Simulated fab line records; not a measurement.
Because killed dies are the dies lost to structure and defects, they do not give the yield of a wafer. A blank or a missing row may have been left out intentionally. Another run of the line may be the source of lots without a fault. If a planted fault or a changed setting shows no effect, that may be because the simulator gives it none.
The tool behind it: which one? -- flow n5_finfet -- 10 lots, 29 wafers sampled, at 6 steps of a route of 1938

## WHAT THE GAUGES SHOWED, per wafer
N5_BEOL_M15_THK_MEAS_50: measures by xrf.
lot,measured,on,M15_THK (nm)
L667,day 11 16:35,film_metro-02,840 848 855
L669,day 12 01:16,film_metro-02,864 823 866
L671,day 12 09:53,film_metro-02,846 841 855
L670,day 12 09:59,film_metro-02,849 854 848
L678,day 14 19:43,film_metro-02,744 855
L682,day 16 21:10,film_metro-01,825 819 833
L685,day 17 23:29,film_metro-01,851 846 792
L686,day 18 07:31,film_metro-02,851 822 839
L688,day 18 12:31,film_metro-01,846 839 832
L687,day 19 17:38,film_metro-02,817 841 825

N5_BEOL_M15_RS_MEAS_54: measures by four-point-probe.
lot,measured,on,M15_RS (ohm/sq)
L667,day 11 16:43,film_metro-02,0.0217 0.0214 0.0212
L669,day 12 01:24,film_metro-01,0.0212 0.0223 0.0212
L671,day 12 10:01,film_metro-02,0.0215 0.0216 0.0215
L670,day 12 10:07,film_metro-01,0.0215 0.0213 0.0216
L678,day 14 19:50,film_metro-01,0.0245 0.0213
L682,day 16 21:18,film_metro-01,0.0218 0.0219 0.0217
L685,day 17 23:38,film_metro-01,0.0212 0.0212 0.0225
L686,day 18 07:39,film_metro-02,0.0214 0.0222 0.0218
L688,day 18 12:39,film_metro-01,0.0213 0.0215 0.0216
L687,day 19 17:46,film_metro-02,0.0223 0.0216 0.0221

## TOOL THAT RAN EACH LOT (tool first, then ch and the chambers of the sampled wafers, then the start)
lot,N5_BEOL_M15_TRENCH_ETCH_34,N5_BEOL_M15_SPUTTER_44,N5_BEOL_M15_ANNEAL_48,N5_BEOL_M15_CMP_49
L667,"rie_diel-04 ch 0,1,2, day 11 13:34","pvd_sputter-02, day 11 15:32","rtp_anneal-02 ch 0, day 11 16:00","cmp-03 ch 0,2,3, day 11 16:23"
L669,"rie_diel-02 ch 0,2, day 11 20:23","pvd_sputter-02, day 12 00:14","rtp_anneal-02 ch 0, day 12 00:41","cmp-03 ch 0,3, day 12 00:59"
L671,"rie_diel-04 ch 0,2,3, day 12 06:07","pvd_sputter-03, day 12 08:39","rtp_anneal-01 ch 0, day 12 09:20","cmp-04 ch 0,2,3, day 12 09:40"
L670,"rie_diel-06 ch 1,3, day 12 06:17","pvd_sputter-01, day 12 08:49","rtp_anneal-02 ch 0, day 12 09:23","cmp-03 ch 0,1,2, day 12 09:41"
L678,"rie_diel-06 ch 0,1, day 14 15:48","pvd_sputter-03, day 14 18:41","rtp_anneal-02 ch 0, day 14 19:07","cmp-04 ch 1,3, day 14 19:25"
L682,"rie_diel-02 ch 0,1,3, day 16 10:24","pvd_sputter-03, day 16 19:52","rtp_anneal-01 ch 0, day 16 20:19","cmp-01 ch 1,2,3, day 16 20:55"
L685,"rie_diel-06 ch 2,3, day 17 17:12","pvd_sputter-03, day 17 22:26","rtp_anneal-02 ch 0, day 17 22:58","cmp-01 ch 0,1,3, day 17 23:16"
L686,"rie_diel-02 ch 0,2,3, day 18 02:55","pvd_sputter-01, day 18 06:29","rtp_anneal-01 ch 0, day 18 06:56","cmp-03 ch 0,2,3, day 18 07:16"
L688,"rie_diel-06 ch 0,1,3, day 18 08:11","pvd_sputter-02, day 18 11:29","rtp_anneal-02 ch 0, day 18 11:58","cmp-04 ch 1,2,3, day 18 12:20"
L687,"rie_diel-02 ch 0,3, day 19 14:50","pvd_sputter-02, day 19 16:35","rtp_anneal-02 ch 0, day 19 17:05","cmp-04 ch 0,2,3, day 19 17:20"
- N5_BEOL_M15_TRENCH_ETCH_34: etches SiO2 in C4F8/O2/Ar, target depth 872.93 nm, time 199 s.
- N5_BEOL_M15_SPUTTER_44: material Ta, target thk 15 nm, time 24.19 s.
- N5_BEOL_M15_ANNEAL_48: time 90 s.
- N5_BEOL_M15_CMP_49: polishes, stops on SiO2, t overpolish 4.9 s, target thk 850 nm.

## AS READ BY THE TOOLS THEMSELVES (means over the sampled wafers that have a number; for cases with no such wafer, the mark the record gives instead)
N5_BEOL_M15_TRENCH_ETCH_34.
lot,tool,O2_flow_sccm (sccm),drypump_motor_current_A (A),he_inner_torr (Torr),oes_product_au (a.u.),rf_vpp_V (V),showerhead_plenum_p_Torr (Torr),throttle_valve_pct (%)
L667,rie_diel-04,12.03,5.4,15.011,0.78,2241,3.45,30.96
L669,rie_diel-02,12.04,6.0,14.987,0.83,2229,3.48,31.10
L671,rie_diel-04,11.98,5.1,15.013,0.79,2228,3.43,31.01
L670,rie_diel-06,11.95,5.8,15.007,0.78,2210,3.49,31.09
L678,rie_diel-06,11.95,5.2,14.979,0.79,2198,3.46,30.78
L682,rie_diel-02,12.02,5.3,14.995,0.81,2214,3.44,30.79
L685,rie_diel-06,12.03,6.1,14.997,0.79,2220,3.37,31.07
L686,rie_diel-02,12.00,5.5,14.981,0.82,2227,3.47,30.92
L688,rie_diel-06,12.01,5.6,14.996,0.80,2202,3.42,30.90
L687,rie_diel-02,12.04,5.1,15.023,0.76,2227,3.48,30.85

N5_BEOL_M15_SPUTTER_44.
lot,tool,throttle_valve_pct (%)
L667,pvd_sputter-02,30.7
L669,pvd_sputter-02,30.6
L671,pvd_sputter-03,28.9
L670,pvd_sputter-01,31.1
L678,pvd_sputter-03,29.9
L682,pvd_sputter-03,28.9
L685,pvd_sputter-03,28.5
L686,pvd_sputter-01,31.0
L688,pvd_sputter-02,30.3
L687,pvd_sputter-02,30.8

N5_BEOL_M15_ANNEAL_48.
lot,tool,wafer_temp_C_max
L667,rtp_anneal-02,225.62
L669,rtp_anneal-02,225.82
L671,rtp_anneal-01,225.91
L670,rtp_anneal-02,225.65
L678,rtp_anneal-02,225.50
L682,rtp_anneal-01,225.95
L685,rtp_anneal-02,225.93
L686,rtp_anneal-01,226.02
L688,rtp_anneal-02,225.44
L687,rtp_anneal-02,225.78

N5_BEOL_M15_CMP_49.
lot,tool,barrier_field_endpoint_s (s),motor_current_A (A),overpolish_run_s (s),pad_life_wafers,retaining_ring_pressure_frac
L667,cmp-03,11.24,7.8,4.898,92,0.998
L669,cmp-03,11.59,7.7,4.892,176,1.001
L671,cmp-04,11.50,7.2,4.901,770,1.001
L670,cmp-03,11.36,6.9,4.896,241,0.996
L678,cmp-04,11.41,7.5,4.906,1135,0.994
L682,cmp-01,11.30,8.4,4.898,638,0.999
L685,cmp-01,11.43,8.2,4.903,872,1.004
L686,cmp-03,11.16,8.0,4.904,1154,1.000
L688,cmp-04,11.13,7.5,4.902,1851,1.000
L687,cmp-04,11.16,6.9,4.895,8,0.995

## THE ANSWER, worked out from the rows above alone
Rule: usual is defined by the lots themselves. Put in order of their means at a reading, lots are off if they are a third of the lots or fewer, leave a main group of 4 or more, and stand apart from it by a gap of 3 or more times the standard deviation of the main group's means; of several such gaps the widest counts. Not used: any main group whose means are identical at the precision the tables above print for the reading. A lot without any number at a reading at which 4 lots or more have one is off too. The other lots that the step has rows for count as sound. Order of review: gauges by route order, followed by the tools' own readings, for which a lot's mean as printed above is used. The first step at which some lot is off is used, and at that step the reading that is off furthest; a lot without a number counts as furthest.
Off: L678, at N5_BEOL_M15_RS_MEAS_54 (M15_RS). The main group: mean 0.0216 ohm/sq, standard deviation 0.00018.
A tool fits if, at a process step before that reading, it ran every lot that is off, and no sound lot after the first of them. The gauges at N5_BEOL_M15_RS_MEAS_54 are tried like those tools. No candidate that was tried fits.

## WHAT THE SIMULATOR PUT IN
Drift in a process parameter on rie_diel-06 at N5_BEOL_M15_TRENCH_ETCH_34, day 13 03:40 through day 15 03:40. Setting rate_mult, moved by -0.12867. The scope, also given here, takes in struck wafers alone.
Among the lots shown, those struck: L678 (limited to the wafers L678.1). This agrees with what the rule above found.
